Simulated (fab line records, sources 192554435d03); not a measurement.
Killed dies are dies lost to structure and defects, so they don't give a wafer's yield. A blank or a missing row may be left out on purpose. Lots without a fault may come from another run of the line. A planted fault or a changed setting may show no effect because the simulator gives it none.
A struck lot beside a sound one | flow n5_finfet | 16 steps out of a route of 1938
Sound: wafers L420.1, L420.2, L420.5. Struck: wafers L426.1, L426.2. The cause comes at the end.
At each step with rows: each side's tool, then ch and its chambers, then its first start. Under that, the readings that differ: sound wafers | struck wafers | difference of the means | sigmas: that difference in standard deviations of wafers without a fault.
alike: readings whose means differ by less than 2 such deviations, and words and numbers that are the same on both sides. not compared: withheld readings, readings that some wafer has no value for, bounds like >300 that may hide the same value, and numbers for which the record gives no deviation and whose values overlap.
The two part at a step that has a row with sigmas, a row that says differs or no value, or rows on one side only. Numbers that don't overlap but have no deviation are shown without sigmas and don't part them. A reading that every wafer of one side lacks parts them only if that side has two wafers or more.

first, 6 steps without rows for these wafers: N5_BEOL_M3_COAT_05 (resist thk 30 nm); N5_BEOL_M3_EBR_07; N5_BEOL_M3_SOFTBAKE_06 (time 60 s); N5_BEOL_M3_EXPOSE_08 (exposes mask M3); N5_BEOL_M3_PEB_09 (peb time 60 s); N5_BEOL_M3_DEVELOP_10 (develop time 30 s).
N5_BEOL_M3_CD_MEAS_11: target cd 17.05 nm.
  sound on cd_sem-03 ch 0, day 8 12:25; struck on cd_sem-03 ch 0, day 9 14:59
  alike: cd_nm
N5_BEOL_M3_OVL_MEAS_12:
  sound on overlay-02 ch 0, day 8 12:26; struck on overlay-01 ch 0, day 9 15:01
  alike: M3_OVL
N5_BEOL_M3_INSPECT_13: inspects for defects (brightfield).
  sound on defect_inspect-01, day 8 12:30; struck on defect_inspect-01, day 9 15:05
  alike: raw_defect_count
N5_BEOL_M3_DESCUM_16: chemistry O2, time 7 s.
  sound on rie_diel-01 ch 0,2, day 8 12:35; struck on rie_diel-03 ch 0,2, day 9 15:07
  alike: bias_power_w, drypump_motor_current_A, oes_product_au, rf_vpp_V, showerhead_plenum_p_Torr, throttle_valve_pct
  not compared: rf_hours_counter_h
N5_BEOL_M3_ETCH_74: etches underlayer in N2/H2, target depth 6.5 nm, time 5.2 s.
  sound on rie_diel-01 ch 0,2, day 8 12:37; struck on rie_diel-03 ch 0,2, day 9 15:09
  alike: drypump_motor_current_A, etch_rf_on_time_s, oes_product_au, rf_vpp_V, showerhead_plenum_p_Torr, throttle_valve_pct
  not compared: rf_hours_counter_h
N5_BEOL_M3_ETCH_63: etches SiARC in CF4, target depth 15.6 nm, time 26 s.
  sound on rie_diel-01 ch 0,2, day 8 12:38; struck on rie_diel-03 ch 0,2, day 9 15:10
  alike: drypump_motor_current_A, etch_rf_on_time_s, oes_product_au, rf_vpp_V, showerhead_plenum_p_Torr, throttle_valve_pct
  not compared: rf_hours_counter_h
N5_BEOL_M3_ETCH_64: etches SOC in N2/H2, target depth 75 nm, overetch 15 nm, time 112.5 s.
  sound on rie_diel-01 ch 0,2, day 8 12:40; struck on rie_diel-03 ch 0,2, day 9 15:11
  reading                                    | sound     | struck  | difference | sigmas
  model.SiARC_of_BEOL_M3_COAT_62.thk_nm (nm) | 7 6.8 6.8 | 8 8     | +1         |
  model.BEOL_M3.cd_offset_nm (nm)            | 0.2 0 0   | -1 -0.2 | -1         |
  alike: drypump_motor_current_A, oes_product_au, rf_vpp_V, showerhead_plenum_p_Torr, throttle_valve_pct
  not compared: rf_hours_counter_h
then, 1 step without rows for these wafers: N5_BEOL_M3_STRIP_65 (strips in N2/H2).
N5_BEOL_M4_RC_MEAS_101:
  sound on prober-02 ch 0, day 9 12:49; struck on prober-01 ch 0, day 10 13:13
  alike: DIBL_N, DIBL_P, IOFF_N, IOFF_P, ION_N, ION_P, SS_N, SS_P, VT_N, VT_P
then, 1 step without rows for these wafers: N5_PASSIVATION_PROBE_49.

WHERE THEY PART
Nowhere in this record.

WHY: what the simulator had put in
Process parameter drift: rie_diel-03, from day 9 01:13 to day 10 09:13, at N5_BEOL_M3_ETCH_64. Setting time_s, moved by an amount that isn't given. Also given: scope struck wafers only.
